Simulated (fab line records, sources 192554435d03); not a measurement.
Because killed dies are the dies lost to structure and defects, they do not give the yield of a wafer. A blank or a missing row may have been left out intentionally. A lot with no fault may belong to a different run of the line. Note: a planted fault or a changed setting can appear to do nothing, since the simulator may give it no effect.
Problem report in the 8D (eight disciplines) form, filled by code + flow n5-finfet + the parts of the form that need people (team, actions taken, sign-off) are left out

## 1. PROBLEM STATEMENT
Mean of rf-fwd-power-W at N5_BEOL_M1_ETCH_64: 1036.9 W across 6 wafers in 2 lots; on wafers with no fault it is 836.7 W (standard deviation 2.4). Measured from the usual mean, that is +83 standard deviations.
The step: etches SOC in N2/H2, target depth 75 nm, overetch 15 nm, time 112.5 s.
Seen first at day 7 16:08 on rie-diel-03, wafer L953.1. The record holds 28 wafers of 10 lots with a number at this step. Rule for "out" (also "out of limits"): further than 4 standard deviations from the usual mean. The rest of the wafers with a number are treated as sound.

## 2. WHAT IT IS; WHAT IT IS NOT
| question                    | is                       | is not                                                                                 |
|-----------------------------|--------------------------|----------------------------------------------------------------------------------------|
| which readings at this step | rf-fwd-power-W, rf-vpp-V | oes-product-au, showerhead-plenum-p-Torr, throttle-valve-pct                           |
| which lots                  | L953, L955               | L948, L950, L952, L954, L963, L966, L968, L969                                         |
| which wafers of those lots  | all that have a number   | -                                                                                      |
| read on which tools         | rie-diel-03              | rie-diel-05, rie-diel-06                                                               |
| when                        | from day 7 16:08         | up to then (10 sound wafers); but 12 sound wafers of L963, L966, L968, L969 came after |

## 3. SUSPECTS, AND WHAT RULES EACH OUT
Counting: any tool at a process step up to the reading is kept as a suspect provided that every lot that is out went through it and no sound lot did after the first of them.
- rtp-anneal-01 at N5_BEOL_M0_ANNEAL_119 (time 90 s): ruled out as a lasting fault. The sound lots L963, L969 went through it after L953, its earliest lot that is out (day 7 12:02).
- rie-diel-03 at N5_BEOL_M1_ETCH_64 (etches SOC in N2/H2, target depth 75 nm, overetch 15 nm, time 112.5 s): ruled out as a lasting fault. The sound lots L969 went through it after L953, its earliest lot that is out (day 7 16:08).
Left after counting: nothing in the record.

## 4. THE CAUSE (what the simulator had put in)
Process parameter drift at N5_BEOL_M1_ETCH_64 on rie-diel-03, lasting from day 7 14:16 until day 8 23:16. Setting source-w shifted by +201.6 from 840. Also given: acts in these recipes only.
Counting ruled it out, wrongly.

## 5. THE EFFECT CHAIN, in route order
Each row: a reading where the mean over the struck wafers with a number is more than 3 standard deviations away from the usual. Readings are gone through only where the record gives a usual standard deviation; hours: the median, over the lots, of the time from a lot's start at the first step in this table giving one to that lot's start at this step; sigmas: the change measured in usual standard deviations.
| hours | step               | reading        | usual   | on struck wafers | change | sigmas |
|-------|--------------------|----------------|---------|------------------|--------|--------|
| 0     | N5_BEOL_M1_ETCH_64 | rf-fwd-power-W | 836.7 W | 1036.9           | +200.2 | +83    |
| 0     | N5_BEOL_M1_ETCH_64 | rf-vpp-V       | 522.7 V | 485.0            | -37.7  | -15    |
It contains these process steps:
- N5_BEOL_M1_ETCH_64: etches SOC in N2/H2, target depth 75 nm, overetch 15 nm, time 112.5 s.
Later steps that measure or inspect, where all struck wafers having a row at the step show a number for every such reading and not one has moved that far: N5_BEOL_M1_CD_MEAS_28, N5_BEOL_M4_RC_MEAS_101.

## 6. HOW IT WOULD HAVE BEEN CAUGHT EARLIER
In this record no reading fell out of limits until day 7 16:08, 2 hours after the fault had begun at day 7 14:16.
